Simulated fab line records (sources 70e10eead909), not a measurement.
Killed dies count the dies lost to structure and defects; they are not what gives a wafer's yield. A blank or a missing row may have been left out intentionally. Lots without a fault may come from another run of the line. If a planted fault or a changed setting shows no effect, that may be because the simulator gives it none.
Which of the tools did it? || flow nand-harc || 17 wafers from 7 lots sampled at 5 of the route's 1159 steps

WHAT EACH GAUGE READ, for each wafer
NHARC_P_STI_CD_MEAS_16. Usual: 200 nm for cd-nm, sd 3.
{"lot": "L989", "measured": "day 2 09:49", "on": "cd-sem-01", "cd-nm (nm)": "203 201 202", "flag": ""}
{"lot": "L990", "measured": "day 2 17:53", "on": "cd-sem-03", "cd-nm (nm)": "202 200 200", "flag": ""}
{"lot": "L991", "measured": "day 3 02:59", "on": "cd-sem-03", "cd-nm (nm)": "198 202 201", "flag": ""}
{"lot": "L993", "measured": "day 3 13:10", "on": "cd-sem-03", "cd-nm (nm)": "197 199 196", "flag": ""}
{"lot": "L101", "measured": "day 5 11:37", "on": "cd-sem-02", "cd-nm (nm)": 195, "flag": ""}
{"lot": "L102", "measured": "day 5 19:39", "on": "cd-sem-01", "cd-nm (nm)": 200, "flag": ""}
{"lot": "L103", "measured": "day 5 23:47", "on": "cd-sem-02", "cd-nm (nm)": "196 198 203", "flag": ""}

NHARC_P_GATE_CD_MEAS_11: the cd target is 1640 nm. Usual: 1638.9 nm for cd-nm, sd 2.
{"lot": "L989", "measured": "day 4 01:07", "on": "cd-sem-02", "cd-nm (nm)": "1638.1 1640.4 1638.4", "flag": ""}
{"lot": "L990", "measured": "day 4 01:16", "on": "cd-sem-02", "cd-nm (nm)": "1635.4 1635.9 1636.5", "flag": ""}
{"lot": "L991", "measured": "day 4 14:18", "on": "cd-sem-02", "cd-nm (nm)": "1637.6 1639.1 1637.8", "flag": ""}
{"lot": "L993", "measured": "day 5 02:14", "on": "cd-sem-03", "cd-nm (nm)": "1640.4 1638.2 1634.5", "flag": ""}
{"lot": "L103", "measured": "day 7 09:41", "on": "cd-sem-02", "cd-nm (nm)": 1637.0, "flag": ""}

NHARC_END_SORT_01. Usual: killed-at-array 27, standard deviation 10; killed-at-other 0.6, standard deviation 0.83; killed-at-periphery 2.4, standard deviation 1.8; killed-dies 30, standard deviation 10; killed-open 3.3, standard deviation 1.7; killed-short 1.8, standard deviation 1.4.
{"lot": "L989", "measured": "day 19 21:22", "on": "prober-01", "killed-at-array": "14 13 14", "killed-at-other": "0 0 0", "killed-at-periphery": "1 3 2", "killed-dies": "15 16 16", "killed-open": "3 1 2", "killed-short": "0 2 0", "flag": ""}
{"lot": "L990", "measured": "day 19 13:35", "on": "prober-01", "killed-at-array": "22 31 30", "killed-at-other": "1 1 2", "killed-at-periphery": "3 1 2", "killed-dies": "26 33 34", "killed-open": "2 4 4", "killed-short": "1 0 1", "flag": ""}
{"lot": "L991", "measured": "day 20 14:05", "on": "prober-02", "killed-at-array": "28 34 24", "killed-at-other": "1 0 0", "killed-at-periphery": "3 1 3", "killed-dies": "32 35 27", "killed-open": "2 1 3", "killed-short": "1 3 0", "flag": ""}
{"lot": "L993", "measured": "day 20 06:20", "on": "prober-02", "killed-at-array": "27 28 15", "killed-at-other": "0 1 0", "killed-at-periphery": "5 1 0", "killed-dies": "32 30 15", "killed-open": "3 3 2", "killed-short": "1 5 1", "flag": ""}
{"lot": "L101", "measured": "day 23 05:51", "on": "prober-01", "killed-at-array": 41, "killed-at-other": 0, "killed-at-periphery": 636, "killed-dies": 677, "killed-open": 2, "killed-short": 1, "flag": "OFF"}
{"lot": "L102", "measured": "day 22 08:20", "on": "prober-02", "killed-at-array": 24, "killed-at-other": 0, "killed-at-periphery": 653, "killed-dies": 677, "killed-open": 1, "killed-short": 0, "flag": "OFF"}
{"lot": "L103", "measured": "day 21 21:55", "on": "prober-01", "killed-at-array": "18 13 29", "killed-at-other": "2 1 0", "killed-at-periphery": "657 3 648", "killed-dies": "677 17 677", "killed-open": "5 5 9", "killed-short": "3 1 0", "flag": "OFF"}

WHICH TOOL RAN EACH LOT (tool, then ch and the chambers of the sampled wafers, then the start)
{"lot": "L989", "NHARC_P_ZERO_WELL_RTA_42": "rtp-anneal-02 ch 0, day 1 19:10", "NHARC_P_STI_HDPCVD_20": "hdpcvd-01 ch 0, day 2 23:45"}
{"lot": "L990", "NHARC_P_ZERO_WELL_RTA_42": "rtp-anneal-01 ch 0, day 2 00:53", "NHARC_P_STI_HDPCVD_20": "hdpcvd-01 ch 0,1, day 3 00:19"}
{"lot": "L991", "NHARC_P_ZERO_WELL_RTA_42": "rtp-anneal-01 ch 0, day 2 07:07", "NHARC_P_STI_HDPCVD_20": "hdpcvd-01 ch 0,1, day 3 12:37"}
{"lot": "L993", "NHARC_P_ZERO_WELL_RTA_42": "rtp-anneal-02 ch 0, day 2 19:08", "NHARC_P_STI_HDPCVD_20": "hdpcvd-01 ch 0,1, day 3 23:01"}
{"lot": "L101", "NHARC_P_ZERO_WELL_RTA_42": "rtp-anneal-01 ch 0, day 4 19:31", "NHARC_P_STI_HDPCVD_20": "hdpcvd-01 ch 0, day 6 04:20"}
{"lot": "L102", "NHARC_P_ZERO_WELL_RTA_42": "rtp-anneal-02 ch 0, day 5 01:32", "NHARC_P_STI_HDPCVD_20": "hdpcvd-01 ch 0, day 6 05:04"}
{"lot": "L103", "NHARC_P_ZERO_WELL_RTA_42": "rtp-anneal-02 ch 0, day 5 07:04", "NHARC_P_STI_HDPCVD_20": "hdpcvd-01 ch 0,1, day 6 09:03"}
- NHARC_P_ZERO_WELL_RTA_42: time 300 s.
- NHARC_P_STI_HDPCVD_20: deposits SiO2.

AS READ BY THE TOOLS THEMSELVES (means over the sampled wafers that have a number; for cases with no such wafer, the mark the record gives instead)
NHARC_P_ZERO_WELL_RTA_42. Usual: lamp-power-pct 37.3 %, standard deviation 0.37; wafer_temp_C_max 1104.1, standard deviation 1.
{"lot": "L989", "tool": "rtp-anneal-02", "lamp-power-pct (%)": 36.9, "wafer_temp_C_max": 1104.6, "flag": ""}
{"lot": "L990", "tool": "rtp-anneal-01", "lamp-power-pct (%)": 37.7, "wafer_temp_C_max": 1103.9, "flag": ""}
{"lot": "L991", "tool": "rtp-anneal-01", "lamp-power-pct (%)": 37.7, "wafer_temp_C_max": 1104.3, "flag": ""}
{"lot": "L993", "tool": "rtp-anneal-02", "lamp-power-pct (%)": 37.0, "wafer_temp_C_max": 1104.3, "flag": ""}
{"lot": "L101", "tool": "rtp-anneal-01", "lamp-power-pct (%)": 37.6, "wafer_temp_C_max": 1105.3, "flag": ""}
{"lot": "L102", "tool": "rtp-anneal-02", "lamp-power-pct (%)": 36.9, "wafer_temp_C_max": 1103.3, "flag": ""}
{"lot": "L103", "tool": "rtp-anneal-02", "lamp-power-pct (%)": 36.9, "wafer_temp_C_max": 1103.6, "flag": ""}

THE ANSWER, worked out from the rows above alone
Rule: lot off if the mean of its wafers having a number is beyond 3 standard deviations from the usual mean. A lot without any number at a reading at which 4 lots or more have one is off too. All remaining lots with rows at the step are treated as sound. First the gauges in route order, then the tools' own readings, where a lot's mean is used as printed above. At the first step where some lot is off, the reading lying furthest off is the one used; lots without a number count as furthest.
Off: L101, L102, L103, at NHARC_END_SORT_01 (killed-at-periphery).
A tool fits if, at a process step before that reading, it ran every lot that is off, and no sound lot after the first of them. Those tools and the gauges at NHARC_END_SORT_01 are tried in the same way. One candidate fits, namely hdpcvd-01 at NHARC_P_STI_HDPCVD_20. Its last sound lot is L993 (day 3 23:01), its first lot that is off L101 (day 6 04:20): a fault that began between those two fits.

WHAT THE SIMULATOR PUT IN
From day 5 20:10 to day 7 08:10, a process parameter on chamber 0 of hdpcvd-01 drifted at NHARC_P_STI_HDPCVD_20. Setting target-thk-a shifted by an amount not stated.
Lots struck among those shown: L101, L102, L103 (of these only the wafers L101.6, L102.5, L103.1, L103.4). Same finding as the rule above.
